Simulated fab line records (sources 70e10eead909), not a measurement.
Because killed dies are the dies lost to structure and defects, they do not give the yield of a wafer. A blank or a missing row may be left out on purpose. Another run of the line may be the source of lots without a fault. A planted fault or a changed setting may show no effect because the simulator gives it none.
Which of the tools did it?    flow nand harc    18 wafers from 6 lots sampled at 5 of the route's 1302 steps

WHAT THE GAUGES READ, wafer by wafer
NHARC_END_SORT_01.
lot   measured      on         killed at array
L841  day 32 21:17  prober-01  100 91 103

EACH LOT AND THE TOOL THAT RAN IT (in order: tool; ch and the chambers of the sampled wafers; start)
lot   NHARC_A_ONON_D2_DEP_06            NHARC_A_BONDPAD_PVD_27                   NHARC_A_BONDPAD_ANNEAL_28         NHARC_THIN_TSV_ETCH_44
L821  pecvd onon-02 ch 0, day 12 21:26  pvd sputter-01, day 23 17:24 or earlier  rtp anneal-01 ch 0, day 23 17:24  rie diel-09 ch 0,3, day 24 03:52
L823  pecvd onon-02 ch 0, day 13 17:35  pvd sputter-02, day 24 09:34 or earlier  rtp anneal-02 ch 0, day 24 09:34  rie diel-09 ch 1,3, day 25 02:02
L824  pecvd onon-01 ch 0, day 14 00:45  pvd sputter-01, day 24 02:41 or earlier  rtp anneal-02 ch 0, day 24 02:41  rie diel-12 ch 0,2, day 24 18:08
L826  pecvd onon-03 ch 0, day 14 21:12  pvd sputter-02, day 25 05:43 or earlier  rtp anneal-01 ch 0, day 25 05:43  rie diel-09 ch 0,3, day 25 19:16
L836  pecvd onon-02 ch 0, day 19 06:17  pvd sputter-03, day 29 08:32 or earlier  rtp anneal-01 ch 0, day 29 08:32  rie diel-11 ch 0,1,3, day 29 21:34
L841  pecvd onon-03 ch 0, day 20 17:54  pvd sputter-02, day 31 07:52 or earlier  rtp anneal-02 ch 0, day 31 07:52  rie diel-12 ch 1,2,3, day 32 02:52
- NHARC_A_ONON_D2_DEP_06: target thk 1000 nm.
- NHARC_A_BONDPAD_PVD_27: deposits Cu, target thk 30 nm, time 20.49 s.
- NHARC_A_BONDPAD_ANNEAL_28: time 90 s.
- NHARC_THIN_TSV_ETCH_44: etches the open film in CF4/O2, target depth 1594.2 nm, time 797.1 s.

THE ANSWER, worked out from the rows above alone
Rule: usual is defined by the lots themselves. Put in order of their means at a reading, lots are off if they are a third of the lots or fewer, leave a main group of 4 or more, and stand apart from it by a gap of 3 or more times the standard deviation of the main group's means; of several such gaps the widest counts. A main group whose means are all the same, to the digits that the tables above print for the reading, isn't used. Also off: a lot with no number at a reading for which 4 or more lots have one. The other lots that the step has rows for count as sound.
Across all readings shown, no lot is off: no conclusion can be drawn from this.

WHAT THE SIMULATOR HAD PUT IN
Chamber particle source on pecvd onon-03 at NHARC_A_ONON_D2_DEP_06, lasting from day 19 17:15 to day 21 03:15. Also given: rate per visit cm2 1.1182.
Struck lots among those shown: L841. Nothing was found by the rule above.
